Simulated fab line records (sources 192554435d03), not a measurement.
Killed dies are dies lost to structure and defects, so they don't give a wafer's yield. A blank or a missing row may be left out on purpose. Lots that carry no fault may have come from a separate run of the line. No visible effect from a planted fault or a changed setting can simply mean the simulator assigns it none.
Comparing a struck lot with a sound one :: flow n5 finfet :: 34 out of 1938 route steps
Sound: the wafers L268.2, L268.5, L268.6. Struck: wafers L276.2, L276.4, L276.6. The cause is named last.
At each step with rows: each side's tool, then ch and its chambers, then its first start. Under that, the readings that differ: sound wafers :: struck wafers :: difference of the means :: sigmas: that difference in standard deviations of wafers without a fault.
alike: a reading whose means differ by less than 2 such deviations, as well as words and numbers matching on both sides. not compared: withheld readings; readings where some wafer has no value; bounds like >300 that might hide an equal value; numbers whose values overlap and for which the record gives no deviation.
The two part at a step that has a row with sigmas, a row that says differs or no value, or rows on one side only. When numbers do not overlap yet have no deviation, they are printed without sigmas and do not part them. A reading that every wafer of one side lacks parts them only if that side has two wafers or more.

first, 11 steps without rows for these wafers: N5_BEOL_M13_TRENCH_ETCH_34 (etches SiOC in C4F8/O2/Ar, target depth 413.47 nm, time 162.6 s); N5_BEOL_M13_STRIP_70 (strips in C4F8/O2/Ar); N5_BEOL_M13_STRIP_37 (strips in N2/H2); N5_BEOL_M13_ETCH_38 (etches SiCN in CF4/N2, target depth 67.5 nm, time 71.9 s); N5_BEOL_M13_PRECLEAN_39 (cleans in residue remover, time 60 s); N5_BEOL_M13_SRD_40 (time 30 s, dry time 30 s); N5_BEOL_M13_DEGAS_41 (time 60 s); N5_BEOL_M13_PRE_CLEAN_42 (time 30 s); N5_BEOL_M13_SPUTTER_43 (material TaN, target thk 15 nm, time 24.19 s); N5_BEOL_M13_SPUTTER_44 (material Ta, target thk 10 nm, time 16.13 s); N5_BEOL_M13_SPUTTER_45 (material Cu, target thk 80 nm, time 13.33 s).
N5_BEOL_M13_ECD_47: material Cu, target thk 936 nm.
  sound on ecd cu-02 ch 0,1, day 13 16:38; struck on ecd cu-02 ch 0, day 15 18:27
then, 21 steps without rows for these wafers: N5_BEOL_M13_ANNEAL_48 (time 90 s); N5_BEOL_M13_CMP_49 (polishes, stops on SiOC, t overpolish 17.1 s, target thk 420 nm); N5_BEOL_M13_PRE_CLEAN_52 (time 15 s); N5_BEOL_M13_DEP_53 (deposits SiCN from 3MS/NH3, target thk 50 nm, time 17.8 s); N5_BEOL_M14_ILD_DEP_00 (deposits SiO2 from TEOS/O2, target thk 1119.3 nm, time 237.4 s); N5_BEOL_M14_COAT_58 (time 60 s, resist thk 89 nm); N5_BEOL_M14_COAT_04 (resist thk 800 nm); N5_BEOL_M14_EBR_06; N5_BEOL_M14_SOFTBAKE_05 (time 60 s); N5_BEOL_M14_EXPOSE_07 (exposes mask V13); N5_BEOL_M14_PEB_08 (peb time 90 s); N5_BEOL_M14_DEVELOP_09 (develop time 45 s); N5_BEOL_M14_HARDBAKE_14 (time 120 s); N5_BEOL_M14_DESCUM_15 (chemistry O2, time 7.9 s); N5_BEOL_M14_ETCH_59 (etches BARC in N2/H2, target depth 89 nm, overetch 26.7 nm, time 67.9 s); N5_BEOL_M14_VIA_ETCH_16 (etches SiO2 in C4F8/O2/Ar, target depth 1231.3 nm); N5_BEOL_M14_STRIP_63 (strips in O2); N5_BEOL_M14_STRIP_64 (strips in O2); N5_BEOL_M14_STRIP_71 (strips in post etch residue remover, time 60 s); N5_BEOL_M14_SRD_72 (time 30 s, dry time 30 s); N5_BEOL_M14_COAT_65 (time 60 s, resist thk 450 nm).
N5_PASSIVATION_PROBE_49:
  the record has rows for the struck wafers here (prober-02, day 17 01:15) and none for the sound ones

## WHERE THEY PART
N5_PASSIVATION_PROBE_49 only, going by this record.

WHY: what the simulator had put in
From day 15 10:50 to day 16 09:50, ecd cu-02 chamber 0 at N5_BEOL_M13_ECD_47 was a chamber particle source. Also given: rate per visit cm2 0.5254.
